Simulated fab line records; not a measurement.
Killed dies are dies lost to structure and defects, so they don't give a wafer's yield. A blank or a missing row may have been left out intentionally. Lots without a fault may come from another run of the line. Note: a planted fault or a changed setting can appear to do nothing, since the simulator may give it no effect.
Which of the tools did it? ; flow nand harc ; 12 lots with 36 wafers sampled at 5 steps, on a route of 1159 steps

== WHAT EACH GAUGE READ, for each wafer ==
NHARC_P_BONDPAD_CD_MEAS_13. Usual: cd nm reads 497.9 nm (standard deviation 2.8).
lot;measured;on;cd nm (nm);flag
L810;day 6 20:02;cd sem-01;497.7 499.9 493.2;
L811;day 6 20:34;cd sem-02;499.3 491.8 495.3;
L812;day 7 03:18;cd sem-03;496.0 501.7 494.9;
L813;day 7 04:37;cd sem-03;502.2 499.5 497.8;
L819;day 8 14:35;cd sem-03;497.4 495.7 500.7;
L821;day 9 16:28;cd sem-01;497.0 498.1 497.3;
L827;day 10 16:40;cd sem-02;497.5 503.0 499.6;
L828;day 10 19:07;cd sem-03;503.0 502.0 496.7;
L829;day 11 04:20;cd sem-02;499.1 496.1 501.0;
L831;day 11 11:03;cd sem-03;493.6 502.2 492.8;
L832;day 11 15:40;cd sem-01;495.6 492.6 499.0;
L833;day 12 02:33;cd sem-02;498.4 494.0 498.8;

NHARC_A_ONON_D1_THK_MEAS_02: measures by ellipsometry. Usual: thk nm reads 1001 nm (standard deviation 9.7).
lot;measured;on;thk nm (nm);flag
L810;day 7 22:51;film metro-02;992 991 994;
L811;day 7 22:53;film metro-01;1025 1023 1024;
L812;day 8 06:30;film metro-02;1009 1010 1011;
L813;day 8 06:27;film metro-02;1012 1012 1013;
L819;day 9 18:51;film metro-01;923 920 922;OFF
L821;day 10 18:04;film metro-01;903 903 903;OFF
L827;day 11 19:56;film metro-01;998 996 997;
L828;day 11 19:57;film metro-02;988 987 987;
L829;day 12 08:23;film metro-01;994 994 995;
L831;day 12 12:13;film metro-02;1015 1015 1015;
L832;day 12 19:20;film metro-01;991 991 991;
L833;day 13 04:37;film metro-02;1001 1003 1001;

NHARC_A_ONON_D1_THK_MEAS_11: measures by ellipsometry. Usual: thk nm reads 998 nm (standard deviation 9).
lot;measured;on;thk nm (nm);flag
L810;day 8 00:35;film metro-01;1016 1017 1015;
L811;day 8 00:35;film metro-02;1003 1004 1005;
L812;day 8 08:13;film metro-01;993 995 995;
L813;day 8 08:08;film metro-02;1007 1007 1007;
L819;day 9 20:48;film metro-01;998 998 998;
L821;day 10 19:55;film metro-02;992 990 991;
L827;day 11 21:38;film metro-02;997 998 998;
L828;day 11 21:40;film metro-02;993 994 995;
L829;day 12 10:05;film metro-02;1013 1012 1014;
L831;day 12 13:55;film metro-01;989 991 990;
L832;day 12 21:20;film metro-01;985 984 985;
L833;day 13 06:19;film metro-02;997 997 998;

== EACH LOT AND THE TOOL THAT RAN IT (in order: tool; ch and the chambers of the sampled wafers; start) ==
lot;NHARC_P_BONDPAD_STRIP_15;NHARC_A_ONON_D1_DEP_00
L810;rie diel-03 ch 0,2,3, day 6 20:07;pecvd onon-01 ch 0, day 7 22:20
L811;rie diel-03 ch 0,1,3, day 6 20:38;pecvd onon-03 ch 0, day 7 22:26
L812;rie diel-01 ch 1,2,3, day 7 03:25;pecvd onon-01 ch 0, day 8 06:02
L813;rie diel-03 ch 1,2,3, day 7 04:42;pecvd onon-03 ch 0, day 8 05:56
L819;rie diel-03 ch 0,1,3, day 8 14:41;pecvd onon-02 ch 0, day 9 18:20
L821;rie diel-01 ch 0,1, day 9 16:33;pecvd onon-02 ch 0, day 10 17:33
L827;rie diel-03 ch 0,2,3, day 10 16:44;pecvd onon-03 ch 0, day 11 19:26
L828;rie diel-03 ch 0,2,3, day 10 19:13;pecvd onon-01 ch 0, day 11 19:26
L829;rie diel-03 ch 1,2,3, day 11 04:26;pecvd onon-03 ch 0, day 12 07:53
L831;rie diel-03 ch 0,1, day 11 11:09;pecvd onon-03 ch 0, day 12 11:47
L832;rie diel-03 ch 0,1,3, day 11 15:46;pecvd onon-03 ch 0, day 12 18:50
L833;rie diel-03 ch 0,2, day 12 02:38;pecvd onon-03 ch 0, day 13 04:13
- NHARC_P_BONDPAD_STRIP_15: strips in O2.
- NHARC_A_ONON_D1_DEP_00: target thk 1000 nm.

== AS READ BY THE TOOLS THEMSELVES (means over the sampled wafers that have a number; for cases with no such wafer, the mark the record gives instead) ==
NHARC_P_BONDPAD_STRIP_15. Usual: drypump motor current A 5.8 A, standard deviation 0.34; oes product au 0.998 a.u., standard deviation 0.013; rf vpp V 57.7 V, standard deviation 0.76; showerhead plenum p Torr 3.50 Torr, standard deviation 0.086; throttle valve pct 17.037 %, standard deviation 0.0094.
lot;tool;drypump motor current A (A);oes product au (a.u.);rf vpp V (V);showerhead plenum p Torr (Torr);throttle valve pct (%);flag
L810;rie diel-03;5.8;0.995;57.8;3.52;17.040;
L811;rie diel-03;5.8;1.003;57.6;3.47;17.039;
L812;rie diel-01;5.7;0.995;57.2;3.51;17.041;
L813;rie diel-03;6.0;1.002;58.1;3.52;17.044;
L819;rie diel-03;5.8;0.992;57.7;3.47;17.040;
L821;rie diel-01;6.3;1.001;56.8;3.52;17.042;
L827;rie diel-03;5.8;1.007;57.5;3.52;17.046;
L828;rie diel-03;5.8;1.006;57.4;3.52;17.031;
L829;rie diel-03;6.0;1.006;57.5;3.52;17.036;
L831;rie diel-03;5.6;1.004;57.6;3.43;17.037;
L832;rie diel-03;5.8;0.998;57.7;3.47;17.036;
L833;rie diel-03;5.7;1.014;57.0;3.53;17.030;

NHARC_A_ONON_D1_DEP_00. Usual: sih4 flow sccm reads 210.1 sccm (standard deviation 0.54).
lot;tool;sih4 flow sccm (sccm);flag
L810;pecvd onon-01;210.9;
L811;pecvd onon-03;209.4;
L812;pecvd onon-01;209.8;
L813;pecvd onon-03;210.3;
L819;pecvd onon-02;209.9;
L821;pecvd onon-02;210.2;
L827;pecvd onon-03;210.1;
L828;pecvd onon-01;210.2;
L829;pecvd onon-03;210.5;
L831;pecvd onon-03;210.6;
L832;pecvd onon-03;210.3;
L833;pecvd onon-03;209.7;

== THE ANSWER, worked out from the rows above alone ==
Rule: take the mean of a lot's wafers that have a number; if it is more than 3 standard deviations from the usual mean, the lot is off. Also off: a lot with no number at a reading for which 4 or more lots have one. All remaining lots with rows at the step are treated as sound. Order of review: gauges by route order, followed by the tools' own readings, for which a lot's mean as printed above is used. At the first step where some lot is off, the reading lying furthest off is the one used; lots without a number count as furthest.
Off: L819, L821 (NHARC_A_ONON_D1_THK_MEAS_02, thk nm).
If a tool, at a process step before that reading, ran all the lots that are off and no sound lot after the first of them, it fits. The gauges at NHARC_A_ONON_D1_THK_MEAS_02 are tried like those tools. One fits: pecvd onon-02 at NHARC_A_ONON_D1_DEP_00. It ran no sound lot before its first lot that is off in this sample, so the start can't be narrowed down.

== WHAT THE SIMULATOR PUT IN ==
Site profile drift: pecvd onon-02, from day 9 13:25 on, at NHARC_A_ONON_D1_DEP_00. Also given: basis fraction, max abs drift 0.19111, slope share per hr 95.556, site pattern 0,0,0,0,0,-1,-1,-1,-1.
Struck lots among those shown: L819, L821. The rule given above showed the same thing.
